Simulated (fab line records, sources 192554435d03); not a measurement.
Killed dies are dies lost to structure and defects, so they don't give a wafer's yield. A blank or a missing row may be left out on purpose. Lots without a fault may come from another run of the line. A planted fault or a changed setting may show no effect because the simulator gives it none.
Split-lot experiment | flow n5_finfet | 7 lots, 21 wafers read, on a route of 1938 steps

THE SPLIT
At N5_GATE_CUT_ALD_22 (deposits SiNx, target thk 16 nm, pulse time 1 s, ald cycles 320), the setting ald_cycles was moved away from the recipe's 320 on 8 of the 21 wafers read, by -11.6% to +6.6%. The other wafers ran this setting at the recipe's value.

The reading is taken at the split's own step.

THE READING
SiNx_of_GATE_CUT_ALD_22.thk_nm (the simulator's own value, which no gauge read), in nm, at N5_GATE_CUT_ALD_22 (deposits SiNx, target thk 16 nm, pulse time 1 s, ald cycles 320). The file gives no usual value for it. The 13 wafers here that ran the recipe average 16.0 nm, standard deviation 0.053 nm.

wafer  | tool, chamber at the split | ald_cycles as run | against the recipe | SiNx_of_GATE_CUT_ALD_22.thk_nm, nm | against lot-mates on the recipe
L081.2 | ald_sin-02, 3,1,0          | 320               | recipe             | 16                                 | -
L081.5 | ald_sin-02, 3,1,0          | 320               | recipe             | 16                                 | -
L081.6 | ald_sin-02, 3,1,0          | 320               | recipe             | 16                                 | -
L083.2 | ald_sin-03, 3,1,3          | 305               | -4.7%              | 15.2                               | no lot-mate on the recipe
L083.4 | ald_sin-03, 3,1,3          | 305               | -4.7%              | 15.2                               | no lot-mate on the recipe
L083.5 | ald_sin-03, 3,1,3          | 305               | -4.7%              | 15.2                               | no lot-mate on the recipe
L085.1 | ald_sin-01, 0              | 283               | -11.6%             | 14.4                               | -1.7
L085.2 | ald_sin-01, 3              | 320               | recipe             | 16                                 | -
L085.6 | ald_sin-01, 2              | 320               | recipe             | 16.2                               | -
L086.3 | ald_sin-03, 1,2            | 341               | +6.6%              | 17                                 | +1.0
L086.6 | ald_sin-03, 1,2            | 341               | +6.6%              | 17                                 | +1.0
L086.5 | ald_sin-03, 3              | 320               | recipe             | 16                                 | -
L089.3 | ald_sin-02, 3              | 320               | recipe             | 16                                 | -
L089.5 | ald_sin-02, 3,0            | 290               | -9.4%              | 14.4                               | -1.6
L089.6 | ald_sin-02, 3,0            | 290               | -9.4%              | 14.4                               | -1.6
L090.2 | ald_sin-01, 1,0,2          | 320               | recipe             | 16                                 | -
L090.4 | ald_sin-01, 1,0,2          | 320               | recipe             | 16                                 | -
L090.6 | ald_sin-01, 1,0,2          | 320               | recipe             | 16                                 | -
L096.2 | ald_sin-03, 3,2,1          | 320               | recipe             | 16                                 | -
L096.3 | ald_sin-03, 3,2,1          | 320               | recipe             | 16                                 | -
L096.5 | ald_sin-03, 3,2,1          | 320               | recipe             | 16                                 | -
Where a row lists several chambers, the file gives one row for several wafers and doesn't say which wafer went through which chamber.

THE FIT
A straight line over all 21 wafers: SiNx_of_GATE_CUT_ALD_22.thk_nm changes by +0.158 nm for each +1% of ald_cycles; r = +0.99; the points scatter about the line by 0.084 nm.
The same after taking each lot's own level away (the mean of its wafers on the recipe; 18 wafers): +0.158 nm for each +1%; r = +1.00; scatter 0.064 nm.
On that fit, the largest move of ald_cycles shifts the reading by 1.8 nm.
The lots' own levels span 16.00 to 16.10 nm, that is 1.9 times the standard deviation above.
So the lot-to-lot level changes the slope little: the two slopes agree.
Check: with one of the wafers moved furthest among these (-11.6%) left out of the fit, the line predicts -1.92 nm for it against its lot-mates. It came out at -1.7 nm against them.

OTHER SPLITS ON THESE WAFERS
These wafers also went through other splits before the reading. Each is held against what the fit with the lots' levels taken away leaves over:
other split on the same wafers        | wafers away from the commonest value | r with SiNx_of_GATE_CUT_ALD_22.thk_nm (lot level and that fit taken away)
N5_WELL_APT_COAT_19 spin_rpm          | 10                                   | -0.24
N5_FIN_SAQP_SPACER1_ALD_24 ald_cycles | 6                                    | -0.08
N5_FIN_CUT_EXPOSE_05 dose_mj          | 10                                   | -0.23
N5_SPACER0_ALD_00 ald_cycles          | 7                                    | +0.15
N5_SD_EPI_N_PEB_07 peb_temp_c         | 8                                    | +0.38
N5_SDB_CUT_ETCH_26 icp_w              | 5                                    | +0.00
N5_HKMG_FIN_HK_ALD_01 ald_cycles      | 8                                    | +0.04
N5_GATE_CUT_DESCUM_18 time_s          | 8                                    | +0.56

THE FILE'S OWN FIT
SiNx_of_GATE_CUT_ALD_22.thk_nm changes by +0.156 nm for each +1% of ald_cycles, r = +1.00.
